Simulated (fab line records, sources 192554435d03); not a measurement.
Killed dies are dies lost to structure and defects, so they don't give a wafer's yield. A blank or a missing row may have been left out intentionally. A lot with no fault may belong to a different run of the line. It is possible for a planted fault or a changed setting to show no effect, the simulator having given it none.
fab line records	flow n5-finfet
record: lots: 8	wafers: 24	last-day: 17
route steps=1938 shown HKMG_FIN@433 BEOL_M4@1111 PASSIVATION@1936
lots that met no fault: from a run of the same line without faults
start-h: the number of hours between the record's first day and the start of the first shown wafer of the lot	wait-h: hours since the lot's step before	" identical to the entry in the row above	L1.1+2: one row covering several wafers at once	- no value present, or no start provided	* or withheld: withheld	< > ~ a bound
route shown NAME@n: NAME is a module with steps in the file, n the number in the route of the first one	usual: mean/standard deviation of fault-free wafers	same: alike in all rows	chamber/n: place in a boat	sites: per-site readings	_std_site: standard deviation across them	_edge_site: outer sites' mean less inner sites'	radius-mm: for every site, how far away it sits from the centre of the wafer	mask NAME#n: copy n	behind: the tool/chamber that last shaped the wafer	hold: what put the lot on hold/how long, in hours/how the hold closed	device: transistor that didn't switch, given as n, p or np	end of line: the tests these same wafers got at the end of their route	a step with no rows: only its recipe	killed: dies that structure and defects cost at the first sort, which is not the same as the wafer's yield	map: a wafer's dies, x killed, . not, _ none there
set.NAME: setting as actually run; set.NAME@STEP: the setting as run at that earlier step	model.NAME: the simulator's own value behind a step, which no gauge read
one table for each step of the route and one row for each wafer, over a sample of lots
services: the hour from which a tool's chamber was out of use, counted from the record's first day as start-h (under 0 if before that day), plus the number of hours and why
== steps ==
step: N5_HKMG_FIN_DESCUM_17
recipe: chemistry: O2	time-s: 7.9	source-power-w: 50	bias-power-w: 20	pressure-mtorr: 20	rf-frequency-hz: 2.712e+07	temp-c: 40	resist: CAR-ArF	o2-flow-sccm: 225
usual: chamber-pressure-mTorr: 19.999/0.019	drypump-motor-current-A: 5.5/0.5	oes-product-au: 0.78/0.094	rf-vpp-V: 243.0/1.3	showerhead-plenum-p-Torr: 2.08/0.066	throttle-valve-pct: 20.44/0.23
lot.wafer	tool	chamber	start-h	wait-h	chamber-pressure-mTorr	drypump-motor-current-A	oes-product-au	rf-hours-counter-h	rf-vpp-V	showerhead-plenum-p-Torr	throttle-valve-pct
L908.2	rie-diel-02	0	98.65	0.1	19.976	5.1	0.71	189	241.9	1.98	20.79
L908.5	"	1	"	"	20.006	6.5	0.70	-	244.0	2.06	20.11
L908.6	"	2	"	"	19.999	5.1	0.89	-	242.6	2.06	20.27
L913.1	rie-diel-04	0	129.36	0.1	20.006	4.9	0.69	238	242.8	2.04	20.51
L913.3	"	3	"	"	19.972	6.1	0.69	244	241.5	2.06	20.52
L913.4	"	2	"	"	20.005	5.1	0.70	247	243.5	2.07	20.61
L914.3	rie-diel-02	3	137.30	0.2	19.997	5.3	0.96	13	244.7	2.24	20.28
L914.4	"	2	"	"	20.016	5.2	0.88	43	243.0	2.05	20.31
L914.6	"	0	"	"	19.999	5.1	0.72	-	241.6	1.98	20.80
L916.1	rie-diel-02	3	148.56	0.0	20.026	5.3	0.95	16	245.8	2.24	20.28
L916.2	"	2	"	"	19.989	5.1	0.87	47	242.9	2.05	20.30
L916.4	"	0	"	"	19.991	5.1	0.71	205	240.7	1.98	20.81
L923.1	rie-diel-03	1	188.79	0.0	20.020	5.3	0.81	78	242.5	2.05	20.28
L923.5	"	3	"	"	19.999	5.2	0.73	-	244.1	2.16	20.28
L923.6	"	1	"	"	19.973	5.3	0.81	-	242.0	2.05	20.28
L924.3	rie-diel-04	3	202.05	0.0	19.980	6.2	0.91	9	243.6	2.06	20.09
L924.4	"	3	"	"	20.025	6.1	0.92	-	242.2	2.06	20.09
L924.6	"	1	"	"	19.978	6.0	0.73	-	242.8	2.16	20.86
L925.2	rie-diel-03	0	202.12	0.0	19.991	6.1	0.89	31	242.9	2.06	20.71
L925.3	"	2	"	"	19.971	5.9	0.69	232	244.1	2.08	20.52
L925.6	"	0	"	"	19.984	6.1	0.89	-	243.1	2.06	20.74
L926.1	rie-diel-03	2	209.06	0.1	20.006	5.9	0.68	235	242.5	2.08	20.53
L926.4	"	2	"	"	20.012	5.9	0.69	-	243.0	2.08	20.53
L926.6	"	3	"	"	19.984	5.1	0.72	-	245.8	2.16	20.29
step: N5_HKMG_FIN_ETCH_32
recipe: chemistry: N2/H2	target: SOC	target-depth-a: 2400	temp-c: 40	time-s: 300	ion-energy-ev: 200	mask-material: SiARC	pressure-mtorr: 30	source-w: 840	bias-w: 150	n2-flow-sccm: 200	h2-flow-sccm: 200
usual: chamber-pressure-mTorr: 29.998/0.027	drypump-motor-current-A: 5.5/0.49	oes-product-au: 0.78/0.094	rf-vpp-V: 523.5/2.3	showerhead-plenum-p-Torr: 2.53/0.081	throttle-valve-pct: 17.86/0.29
lot.wafer	tool	chamber	start-h	wait-h	chamber-pressure-mTorr	drypump-motor-current-A	oes-product-au	rf-hours-counter-h	rf-vpp-V	showerhead-plenum-p-Torr	throttle-valve-pct
L908.2	rie-diel-02	0	98.74	0.0	29.993	5.1	0.73	189	520.5	2.41	18.15
L908.5	"	1	"	"	30.007	6.4	0.69	-	522.2	2.51	17.52
L908.6	"	2	"	"	29.992	5.1	0.88	-	521.7	2.50	17.74
L913.1	rie-diel-04	0	129.45	0.0	30.004	5.0	0.69	238	521.0	2.53	18.33
L913.3	"	3	"	"	29.981	6.2	0.69	244	521.5	2.51	17.86
L913.4	"	2	"	"	30.013	5.1	0.71	247	522.0	2.50	17.96
L914.3	rie-diel-02	3	137.39	0.0	29.991	5.3	0.96	13	527.9	2.70	17.44
L914.4	"	2	"	"	29.991	5.1	0.86	43	522.1	2.50	17.77
L914.6	"	0	"	"	29.952	5.1	0.72	-	520.1	2.41	18.15
L916.1	rie-diel-02	3	148.65	0.0	30.018	5.3	0.95	16	529.0	2.69	17.47
L916.2	"	2	"	"	30.024	5.2	0.86	47	520.0	2.49	17.77
L916.4	"	0	"	"	30.026	5.1	0.71	205	519.4	2.41	18.16
L923.1	rie-diel-03	1	188.88	0.0	30.023	5.3	0.81	78	523.0	2.46	17.46
L923.5	"	3	"	"	29.990	5.1	0.74	-	528.4	2.66	17.93
L923.6	"	1	"	"	30.035	5.3	0.82	-	522.2	2.46	17.46
L924.3	rie-diel-04	3	202.14	0.0	30.017	6.2	0.91	9	521.0	2.50	17.40
L924.4	"	3	"	"	29.983	6.2	0.91	-	522.1	2.50	17.40
L924.6	"	1	"	"	29.968	6.0	0.72	-	525.2	2.62	18.26
L925.2	rie-diel-03	0	202.22	0.0	29.966	6.1	0.90	31	522.3	2.49	18.00
L925.3	"	2	"	"	30.001	5.9	0.70	232	522.6	2.51	18.01
L925.6	"	0	"	"	29.974	6.2	0.89	-	522.2	2.49	18.01
L926.1	rie-diel-03	2	209.15	0.0	29.924	5.8	0.70	235	523.8	2.51	18.00
L926.4	"	2	"	"	30.004	5.9	0.70	-	523.7	2.51	18.01
L926.6	"	3	"	"	30.002	5.2	0.73	-	525.2	2.66	17.93
step: N5_HKMG_FIN_ALD_91
recipe: material: TiN	target-thk-a: 10	temp-c: 400	ald-precursor-family: TiCl4	ald-co-reactant: NH3	pulse-time-s: 1	purge-time-s: 3	co-reactant-purge-time-s: 2	co-reactant-pulse-time-s: 2	ald-cycles: 47	pressure-torr: 3
usual: ald-cycles: 47/0	chamber-pressure-Torr: 3.001/0.0064	co-reactant-pulse-time-s: 2/0	heater-power-w: 893/84	precursor-pulse-height-rel: 1.000/0.021
lot.wafer	tool	chamber	start-h	wait-h	ald-cycles	chamber-pressure-Torr	co-reactant-pulse-time-s	heater-power-w	precursor-pulse-height-rel
L908.2	ald-metal-02	2	99.63	0.3	47	3.003	2	928	0.993
L908.5	"	2	"	"	47	2.996	2	934	1.006
L908.6	"	3	"	"	47	3.010	2	868	0.958
L913.1	ald-metal-02	0	130.34	0.3	-	-	-	-	-
L913.3	"	2	"	"	-	-	-	-	-
L913.4	"	3	"	"	-	-	-	-	-
L914.3	ald-metal-02	1	138.28	0.1	-	-	-	-	-
L914.4	"	3	"	"	-	-	-	-	-
L914.6	"	2	"	"	-	-	-	-	-
L916.1	ald-metal-01	1	149.54	0.3	47	2.997	2	841	0.999
L916.2	"	3	"	"	47	2.992	2	732	1.006
L916.4	"	0	"	"	47	3.004	2	837	0.997
L923.1	ald-metal-02	1	189.76	0.3	47	3.016	2	847	0.985
L923.5	"	1	"	"	47	3.004	2	864	1.028
L923.6	"	2	"	"	47	2.998	2	927	1.014
L924.3	ald-metal-03	1	203.03	0.1	47	3.002	2	931	1.000
L924.4	"	2	"	"	47	2.997	2	1088	0.985
L924.6	"	3	"	"	47	2.991	2	862	0.991
L925.2	ald-metal-02	3	203.10	0.3	47	3.005	2	893	1.021
L925.3	"	2	"	"	47	3.015	2	954	1.002
L925.6	"	2	"	"	47	3.005	2	960	0.989
L926.1	ald-metal-01	1	210.04	0.3	47	2.994	2	842	1.011
L926.4	"	3	"	"	47	3.002	2	743	0.993
L926.6	"	3	"	"	47	2.999	2	725	0.998
step: N5_HKMG_FIN_STRIP_88
recipe: chemistry: N2/H2	power-w: 2500	temp-c: 300	h2-frac: 0.65	time-s: 360	pressure-mtorr: withheld	n2-flow-sccm: 1750	h2-flow-sccm: 3250
usual: drypump-motor-current-A: 5.6/0.36	heater-power-w: 523/28
lot.wafer	tool	chamber	start-h	wait-h	drypump-motor-current-A	heater-power-w	rf-hours-counter-h
L908.2	plasma-asher-01	1	100.22	0.0	6.1	587	87
L908.5	"	0	"	"	5.1	489	-
L908.6	"	1	"	"	6.1	577	-
L913.1	plasma-asher-01	0	130.97	0.0	5.1	488	93
L913.3	"	1	"	"	6.1	564	-
L913.4	"	0	"	"	5.1	510	-
L914.3	plasma-asher-02	0	139.00	0.2	5.6	523	-
L914.4	"	1	"	"	5.4	504	-
L914.6	"	0	"	"	5.6	534	-
L916.1	plasma-asher-02	0	150.16	0.0	5.7	536	52
L916.2	"	1	"	"	5.4	499	52
L916.4	"	0	"	"	5.7	516	-
L923.1	plasma-asher-01	0	190.36	0.0	5.1	491	105
L923.5	"	1	"	"	6.1	567	-
L923.6	"	0	"	"	5.1	492	-
L924.3	plasma-asher-02	1	203.74	0.2	5.4	501	-
L924.4	"	0	"	"	5.6	521	-
L924.6	"	0	"	"	5.7	522	-
L925.2	plasma-asher-01	0	203.75	0.0	5.1	498	108
L925.3	"	1	"	"	6.1	575	-
L925.6	"	0	"	"	5.1	498	-
L926.1	plasma-asher-01	1	210.79	0.0	6.1	572	109
L926.4	"	0	"	"	5.1	488	-
L926.6	"	1	"	"	6.1	571	-
step: N5_BEOL_M4_RC_MEAS_101
usual: DIBL_N: 35.8/1.5	DIBL_P: 35.9/1.8	IGATE_N: 0.0123/0.0018	IOFF_N: 0.152/0.025	IOFF_N_85C: 3.0/0.42	IOFF_N_LIN: 0.071/0.0099	IOFF_N_LONG: 5.52e-05/2.7e-06	IOFF_P: 0.21/0.031	IOFF_P_85C: 3.6/0.46	IOFF_P_LIN: 0.099/0.012	IOFF_P_LONG: 0.000106/9.7e-06	ION_N: 672/11	ION_P: 462/7.4	SS_N: 71.5/0.52	SS_P: 73.2/0.54	VT_N: 250/3	VT_N_LONG: 274.9/2.2	VT_N_LVT: 99/3.1	VT_P: -250/3.3	VT_P_LONG: -275/3.3	VT_P_LVT: -99/3.1
lot.wafer	tool	chamber	start-h	wait-h	DIBL_N[mV/V]	DIBL_P[mV/V]	IGATE_N[nA/um]	IOFF_N[nA/um]	IOFF_N_85C[nA/um]	IOFF_N_LIN[nA/um]	IOFF_N_LONG[nA/um]	IOFF_P[nA/um]	IOFF_P_85C[nA/um]	IOFF_P_LIN[nA/um]	IOFF_P_LONG[nA/um]	ION_N[uA/um]	ION_P[uA/um]	SS_N[mV/dec]	SS_P[mV/dec]	VT_N[mV]	VT_N_LONG[mV]	VT_N_LVT[mV]	VT_P[mV]	VT_P_LONG[mV]	VT_P_LVT[mV]
L908.2	prober-01	0	199.76	0.2	33.9	34.8	0.0137	0.122	2.5	0.062	5.27e-05	0.16	2.9	0.082	9.8e-05	670	457	70.9	72.9	250	276.1	101	-254	-276	-103
L908.5	"	0	"	"	34.9	35.9	0.0126	0.143	2.9	0.068	5.32e-05	0.17	3.0	0.084	9e-05	674	452	70.7	73.0	251	272.9	99	-252	-280	-102
L908.6	"	0	"	"	34.1	35.4	0.0120	0.125	2.6	0.062	5.23e-05	0.16	2.9	0.082	0.0001	665	459	71.5	72.6	251	273.6	102	-256	-279	-103
L913.1	prober-01	0	230.98	0.0	35.9	35.9	0.0945	24.895	214.3	11.572	0.0084762	0.04	0.9	0.021	5e-05	945	395	71.3	72.6	104	130.4	-46	-288	-319	-143
L913.3	"	0	"	"	36.2	36.9	0.0961	26.832	226.8	12.452	0.0082906	0.05	1.0	0.021	5.4e-05	960	400	71.0	73.7	103	130.6	-48	-293	-318	-142
L913.4	"	0	"	"	35.8	36.0	0.0897	25.822	219.6	11.994	0.0084384	0.04	0.9	0.020	4.8e-05	962	397	70.9	73.8	104	130.9	-47	-296	-318	-144
L916.1	prober-01	0	236.76	0.0	37.1	37.8	0.0103	0.177	3.5	0.081	5.36e-05	0.23	4.1	0.110	0.00011	667	458	71.3	74.7	248	279.3	97	-248	-277	-98
L916.2	"	0	"	"	34.2	34.8	0.0134	0.128	2.7	0.065	5.45e-05	0.18	3.4	0.092	0.000107	677	467	71.8	73.7	252	277.2	102	-250	-276	-100
L916.4	"	0	"	"	35.5	36.5	0.0122	0.145	2.9	0.069	5.48e-05	0.20	3.7	0.097	0.000101	672	459	71.3	74.1	251	275.2	101	-253	-274	-99
L914.3	prober-01	0	239.52	0.3	37.8	35.5	0.0856	22.809	205.9	10.868	0.0075507	0.04	1.0	0.020	5.2e-05	939	392	71.3	73.0	107	132.8	-44	-291	-321	-143
L914.4	"	0	"	"	37.7	35.1	0.1012	23.018	204.9	10.894	0.0075824	0.04	1.0	0.021	4.9e-05	935	392	72.1	72.7	108	132.3	-45	-293	-318	-143
L914.6	"	0	"	"	37.9	34.9	0.1152	21.789	195.5	10.046	0.0075259	0.04	0.9	0.020	5.2e-05	928	385	72.2	73.3	110	133.5	-42	-294	-321	-143
L923.1	prober-02	0	285.84	0.0	36.3	38.6	0.0117	0.179	3.5	0.083	5.41e-05	0.24	4.0	0.108	0.000106	677	463	71.6	73.8	247	277.5	95	-249	-274	-95
L923.5	"	0	"	"	36.0	39.4	0.0146	0.177	3.4	0.083	5.4e-05	0.26	4.3	0.116	0.00011	689	477	71.5	73.7	248	275.9	96	-248	-274	-93
L923.6	"	0	"	"	35.3	37.1	0.0159	0.159	3.2	0.075	5.52e-05	0.22	3.7	0.102	0.000107	683	462	71.4	73.4	251	276.5	97	-249	-273	-98
L924.3	prober-01	0	289.49	0.3	34.0	34.4	0.0143	0.141	2.8	0.069	5.57e-05	0.21	3.8	0.106	0.000117	664	463	72.0	73.1	252	276.3	99	-247	-271	-98
L924.4	"	0	"	"	33.5	34.2	0.0142	0.127	2.6	0.060	5.61e-05	0.20	3.5	0.101	0.000111	648	457	70.8	72.4	253	273.2	102	-247	-272	-98
L924.6	"	0	"	"	34.8	36.0	0.0167	0.159	3.2	0.076	5.66e-05	0.24	4.1	0.116	0.000119	689	473	71.4	73.4	249	275.9	98	-246	-270	-95
L925.2	prober-02	0	300.52	0.2	33.7	34.6	0.0087	0.135	2.7	0.065	5.5e-05	0.20	3.5	0.098	0.000108	662	465	71.3	72.6	251	274.4	99	-249	-274	-99
L925.3	"	0	"	"	33.9	34.2	0.0122	0.133	2.6	0.063	5.5e-05	0.19	3.4	0.095	0.000108	664	455	71.8	73.0	253	274.2	101	-251	-276	-98
L925.6	"	0	"	"	34.5	34.7	0.0146	0.145	2.8	0.064	5.47e-05	0.20	3.5	0.097	0.000104	653	455	71.4	73.2	254	273.8	99	-252	-274	-99
L926.1	prober-01	0	303.34	0.0	36.0	35.4	0.0112	0.146	2.9	0.072	5.51e-05	0.22	3.7	0.108	0.000116	676	467	71.5	73.1	251	274.1	102	-249	-273	-99
L926.4	"	0	"	"	35.9	35.9	0.0113	0.154	3.0	0.076	5.56e-05	0.23	3.9	0.113	0.000117	678	466	71.8	73.0	246	274.5	101	-248	-271	-99
L926.6	"	0	"	"	35.4	35.1	0.0104	0.144	2.9	0.072	5.64e-05	0.21	3.6	0.106	0.000115	693	468	71.3	72.4	251	272.8	102	-248	-271	-99
step: N5_PASSIVATION_PROBE_49
usual: defect-limited-yield: 91.7/1.7	killed_at_M0_to_M3: 34/10	killed_at_M4_up: 13/5.1	killed-at-contacts: 12/6.2	killed-at-front-end: 36/12	killed-at-other: 3.2/2.6	killed-dies: 98/20	killed-open: 65/13	killed-short: 32/8.4	sort_bin_4_leakage: 0/0	sort_bin_5_function: 4.8/1.1	sort_bin_6_memory: 3.2/0.74	sort_bin_8_speed: 0.00/0.012	sort-n-pass: 1082/20	sort-yield-pct: 91.7/1.7
same: gross-dies: 1180	killed-at-back-side: 0
lot.wafer	tool	chamber	start-h	wait-h	defect-limited-yield[%]	killed_at_M0_to_M3	killed_at_M4_up	killed-at-contacts	killed-at-front-end	killed-at-other	killed-dies	killed-open	killed-short	sort_bin_4_leakage[%]	sort_bin_5_function[%]	sort_bin_6_memory[%]	sort_bin_8_speed[%]	sort-n-pass	sort-yield-pct[%]
L908.2	prober-02	-	307.41	0.1	89.7	48	17	10	43	3	121	81	39	0	5.8	4.2	0	1059	89.7
L908.5	prober-02	-	307.56	0.2	89.6	40	14	33	36	0	123	81	42	0	5.7	4.4	0	1057	89.6
L908.6	prober-02	-	307.61	0.3	91.9	26	6	15	45	4	96	61	35	0	4.0	3.8	0	1084	91.9
L913.1	prober-02	-	331.27	0.0	88.8	35	13	10	72	2	132	81	51	88.81	6.9	3.9	0	0	0
L913.3	prober-02	-	331.37	0.1	87.1	73	13	4	56	6	152	87	64	87.12	6.9	5.3	0	0	0
L913.4	prober-02	-	331.42	0.2	88.9	38	23	12	54	4	131	78	53	88.90	6.9	4.0	0	0	0
L916.1	prober-01	-	339.82	0.0	93.3	21	15	2	38	3	79	54	25	0	3.2	3.1	0	1101	93.3
L916.2	prober-01	-	339.87	0.1	92.5	32	11	6	37	3	89	59	30	0	4.8	2.6	0	1091	92.5
L916.4	prober-01	-	339.97	0.2	94.6	14	17	4	21	8	64	45	19	0	3.5	1.9	0	1116	94.6
L914.3	prober-02	-	345.24	0.1	91.2	36	12	20	32	4	104	78	23	91.19	5.3	3.1	0	0	0
L914.4	prober-02	-	345.29	0.2	90.3	41	18	14	36	5	114	74	40	90.34	5.8	3.6	0	0	0
L914.6	prober-02	-	345.39	0.3	88.6	49	14	30	37	4	134	90	44	88.64	6.9	4.1	0	0	0
L923.1	prober-02	-	381.90	0.0	92.6	33	15	7	32	0	87	63	24	0	4.6	2.8	0	1093	92.6
L923.5	prober-02	-	382.10	0.2	92.0	31	16	6	40	1	94	59	34	0	4.8	2.7	0	1086	92.0
L923.6	prober-02	-	382.15	0.3	90.6	28	16	13	54	0	111	71	40	0	5.7	2.9	0	1069	90.6
L924.3	prober-02	-	392.07	0.1	93.1	22	12	11	35	2	82	57	23	0	4.6	2.2	0	1098	93.1
L924.4	prober-02	-	392.12	0.2	92.9	30	12	5	31	6	84	51	31	0	4.2	2.7	0	1096	92.9
L924.6	prober-02	-	392.22	0.3	89.2	41	22	18	39	8	128	74	51	0	5.7	4.1	0	1052	89.2
killed by level:class
L908.2 STI_FIN_REVEAL:geometric-particle:open=20 BEOL_M0_SAQP:geometric-particle:short=14 MOL_CONTACT_COAG:geometric-particle:open=9 BEOL_M1:geometric-particle:short=9 BEOL_M0_SAQP:geometric-particle:open=7 BEOL_M3:geometric-particle:open=7 BEOL_M4:geometric-particle:open=6 DUMMY_GATE:geometric-particle:open=5
L908.5 MOL_CONTACT_COAG:geometric-particle:open=24 BEOL_M0_SAQP:geometric-particle:open=15 BEOL_M3:geometric-particle:open=10 MOL_CONTACT_COAG:geometric-particle:short=9 BEOL_M0_SAQP:geometric-particle:short=9 FIN_SAQP:geometric-particle:open=8 STI_FIN_REVEAL:geometric-particle:open=8 FIN_SAQP:geometric-particle:short=7
L908.6 MOL_CONTACT_COAG:geometric-particle:open=12 STI_FIN_REVEAL:geometric-particle:open=11 FIN_SAQP:geometric-particle:short=6 DUMMY_GATE:geometric-particle:open=5 BEOL_M0_SAQP:geometric-particle:open=5 BEOL_M2:geometric-particle:open=5 FIN_SAQP:geometric-particle:open=4 STI_FIN_REVEAL:geometric-particle:short=4
L913.1 FIN_SAQP:geometric-particle:short=23 FIN_SAQP:geometric-particle:open=11 STI_FIN_REVEAL:geometric-particle:open=11 BEOL_M0_SAQP:geometric-particle:open=9 DUMMY_GATE:geometric-particle:open=8 MOL_CONTACT_COAG:geometric-particle:open=8 BEOL_M0_SAQP:geometric-particle:short=8 BEOL_M0:geometric-particle:open=8
L913.3 BEOL_M0_SAQP:geometric-particle:short=21 BEOL_M0_SAQP:geometric-particle:open=18 FIN_SAQP:geometric-particle:open=16 BEOL_M1:geometric-particle:open=16 BEOL_M1:geometric-particle:short=9 STI_FIN_REVEAL:geometric-particle:open=8 DUMMY_GATE:geometric-particle:open=8 BEOL_M4:geometric-particle:short=8
L913.4 FIN_SAQP:geometric-particle:short=17 BEOL_M0_SAQP:geometric-particle:short=14 FIN_SAQP:geometric-particle:open=13 BEOL_M0_SAQP:geometric-particle:open=12 DUMMY_GATE:geometric-particle:open=9 MOL_CONTACT_COAG:geometric-particle:open=9 BEOL_M4:geometric-particle:open=9 BEOL_M4:geometric-particle:short=6
L916.1 STI_FIN_REVEAL:geometric-particle:open=12 BEOL_M3:geometric-particle:open=7 BEOL_M1:geometric-particle:open=6 BEOL_M4:geometric-particle:open=6 GATE_CUT:geometric-particle:short=5 FIN_SAQP:geometric-particle:short=4 FIN_SAQP:geometric-particle:open=4 BEOL_M3:geometric-particle:short=3
L916.2 FIN_SAQP:geometric-particle:short=8 STI_FIN_REVEAL:geometric-particle:open=7 BEOL_M3:geometric-particle:open=7 GATE_CUT:geometric-particle:short=5 MOL_CONTACT_COAG:geometric-particle:open=5 BEOL_M0_SAQP:geometric-particle:short=5 BEOL_M0_SAQP:geometric-particle:open=5 BEOL_M1:geometric-particle:open=5
L916.4 BEOL_M4:geometric-particle:open=11 STI_FIN_REVEAL:geometric-particle:open=7 BEOL_M3:geometric-particle:open=7 FIN_SAQP:geometric-particle:short=3 MOL_CONTACT_COAG:geometric-particle:open=3 BEOL_M0_SAQP:geometric-particle:open=3 PAD_METAL:geometric-particle:open=3 DUMMY_GATE:geometric-particle:open=2
L914.3 MOL_CONTACT_COAG:geometric-particle:open=16 BEOL_M3:geometric-particle:open=15 STI_FIN_REVEAL:geometric-particle:open=6 GATE_CUT:geometric-particle:short=6 BEOL_M0_SAQP:geometric-particle:open=6 DUMMY_GATE:geometric-particle:open=5 BEOL_M0_SAQP:geometric-particle:short=5 BEOL_M4:geometric-particle:open=5
L914.4 FIN_SAQP:geometric-particle:open=12 BEOL_M3:geometric-particle:open=10 BEOL_M0_SAQP:geometric-particle:short=9 MOL_CONTACT_COAG:geometric-particle:open=8 BEOL_M4:geometric-particle:open=8 FIN_SAQP:geometric-particle:short=7 BEOL_M2:geometric-particle:open=7 STI_FIN_REVEAL:geometric-particle:open=6
L914.6 MOL_CONTACT_COAG:geometric-particle:open=26 BEOL_M2:geometric-particle:open=12 FIN_SAQP:geometric-particle:short=11 BEOL_M0_SAQP:geometric-particle:open=9 STI_FIN_REVEAL:geometric-particle:open=7 BEOL_M0_SAQP:geometric-particle:short=7 BEOL_M3:geometric-particle:open=7 FIN_SAQP:geometric-particle:open=6
L923.1 BEOL_M2:geometric-particle:open=11 MOL_CONTACT_COAG:geometric-particle:open=7 BEOL_M0_SAQP:geometric-particle:open=7 BEOL_M1:geometric-particle:open=7 BEOL_M4:geometric-particle:open=7 FIN_SAQP:geometric-particle:open=5 FIN_SAQP:geometric-particle:short=4 STI_FIN_REVEAL:geometric-particle:open=4
L923.5 BEOL_M0_SAQP:geometric-particle:open=8 DUMMY_GATE:geometric-particle:open=7 FIN_SAQP:geometric-particle:short=6 BEOL_M0_SAQP:geometric-particle:short=6 BEOL_M2:geometric-particle:open=6 STI_FIN_REVEAL:geometric-particle:open=5 BEOL_M4:geometric-particle:open=5 STARTING-WAFER:geometric-particle:short=5
L923.6 FIN_SAQP:geometric-particle:open=15 STI_FIN_REVEAL:geometric-particle:open=9 MOL_CONTACT_COAG:geometric-particle:open=9 BEOL_M1:geometric-particle:open=8 FIN_SAQP:geometric-particle:short=7 BEOL_M4:geometric-particle:open=6 BEOL_M3:geometric-particle:open=5 DUMMY_GATE:geometric-particle:short=5
L924.3 MOL_CONTACT_COAG:geometric-particle:open=9 DUMMY_GATE:geometric-particle:open=7 BEOL_M0_SAQP:geometric-particle:open=7 STARTING-WAFER:geometric-particle:short=6 FIN_SAQP:geometric-particle:open=5 FIN_SAQP:geometric-particle:short=4 BEOL_M1:geometric-particle:open=4 BEOL_M3:geometric-particle:open=4
L924.4 STI_FIN_REVEAL:geometric-particle:open=8 FIN_SAQP:geometric-particle:open=6 BEOL_M0_SAQP:geometric-particle:open=6 BEOL_M0_SAQP:geometric-particle:short=5 BEOL_M1:geometric-particle:open=5 BEOL_M4:geometric-particle:short=4 BEOL_M4:geometric-particle:open=4 PASS1_CAP:geometric-particle:open=4
L924.6 MOL_CONTACT_COAG:geometric-particle:open=11 BEOL_M0_SAQP:geometric-particle:short=10 BEOL_M4:geometric-particle:open=10 MOL_CONTACT_COAG:geometric-particle:short=7 BEOL_M3:geometric-particle:open=7 BEOL_M4:geometric-particle:short=7 BEOL_M1:geometric-particle:open=6 BEOL_M2:geometric-particle:open=6
== services ==
tool	chamber	start-h	hours	kind
plasma-asher-02	-	78.70	2.8	pm
plasma-asher-01	-	85.79	3.2	repair
rie-diel-02	3	87.23	-	clean
rie-diel-02	3	87.23	-	consumable-replace:focus-ring
rie-diel-02	3	87.23	-	consumable-replace:showerhead
rie-diel-02	3	87.23	14.4	scheduled-down
rie-diel-02	3	87.23	14.4	vent-cycle
ald-metal-01	2	93.62	22.0	repair
rie-diel-03	1	129.58	13.2	repair
rie-diel-04	2	139.87	-	clean
rie-diel-04	2	139.87	-	consumable-replace:focus-ring
rie-diel-04	2	139.87	23.9	scheduled-down
rie-diel-04	2	139.87	23.9	vent-cycle
rie-diel-04	3	163.89	-	clean
rie-diel-04	3	163.89	-	consumable-replace:focus-ring
rie-diel-04	3	163.89	13.6	scheduled-down
rie-diel-04	3	163.89	13.6	vent-cycle
rie-diel-02	1	166.72	-	clean
rie-diel-02	1	166.72	-	consumable-replace:focus-ring
rie-diel-02	1	166.72	15.5	scheduled-down
rie-diel-02	1	166.72	15.5	vent-cycle
plasma-asher-01	-	178.73	7.2	repair
ald-metal-03	-	190.28	8.7	pm
rie-diel-03	1	204.96	8.0	repair
== key ==
first-sign: step: N5_HKMG_FIN_ALD_91	reading: tool-record	direction: missing
effect: step: N5_BEOL_M4_RC_MEAS_101	reading: IOFF_N_LONG	direction: up	sigmas: 99+	usual: 5.52e-05	struck: 0.0079774
effect: step: N5_BEOL_M4_RC_MEAS_101	reading: IOFF_N_LIN	direction: up	sigmas: 99+	usual: 0.071	struck: 11.304
effect: step: N5_BEOL_M4_RC_MEAS_101	reading: IOFF_N	direction: up	sigmas: 99+	usual: 0.152	struck: 24.194
effect: step: N5_BEOL_M4_RC_MEAS_101	reading: IOFF_N_85C	direction: up	sigmas: 99+	usual: 3.0	struck: 211.2
effect: step: N5_BEOL_M4_RC_MEAS_101	reading: VT_N_LONG	direction: down	sigmas: 64	usual: 274.9	struck: 131.8
effect: step: N5_BEOL_M4_RC_MEAS_101	reading: VT_N	direction: down	sigmas: 48	usual: 250	struck: 106
effect: step: N5_BEOL_M4_RC_MEAS_101	reading: IGATE_N	direction: up	sigmas: 47	usual: 0.0123	struck: 0.0971
effect: step: N5_BEOL_M4_RC_MEAS_101	reading: VT_N_LVT	direction: down	sigmas: 46	usual: 99	struck: -45
effect: step: N5_BEOL_M4_RC_MEAS_101	reading: ION_N	direction: up	sigmas: 24	usual: 672	struck: 945
effect: step: N5_BEOL_M4_RC_MEAS_101	reading: VT_P_LVT	direction: down	sigmas: 14	usual: -99	struck: -143
effect: step: N5_BEOL_M4_RC_MEAS_101	reading: VT_P_LONG	direction: down	sigmas: 13	usual: -275	struck: -319
effect: step: N5_BEOL_M4_RC_MEAS_101	reading: VT_P	direction: down	sigmas: 13	usual: -250	struck: -292
effect: step: N5_PASSIVATION_PROBE_49	reading: sort_bin_4_leakage	direction: up	sigmas: 99+	usual: 0	struck: 89.17
met-at N5_HKMG_FIN_ALD_91
struck-lots L913,L914
not-acting-at N5_HKMG_FIN_DESCUM_17,N5_HKMG_FIN_ETCH_32,N5_HKMG_FIN_STRIP_88
onset-between 99.63 130.34
fault: kind: skipped-step-whole	tool: ald-metal-02	chamber: -	onset-h: 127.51	steps: N5_HKMG_FIN_ALD_91	scope: struck-lots-only
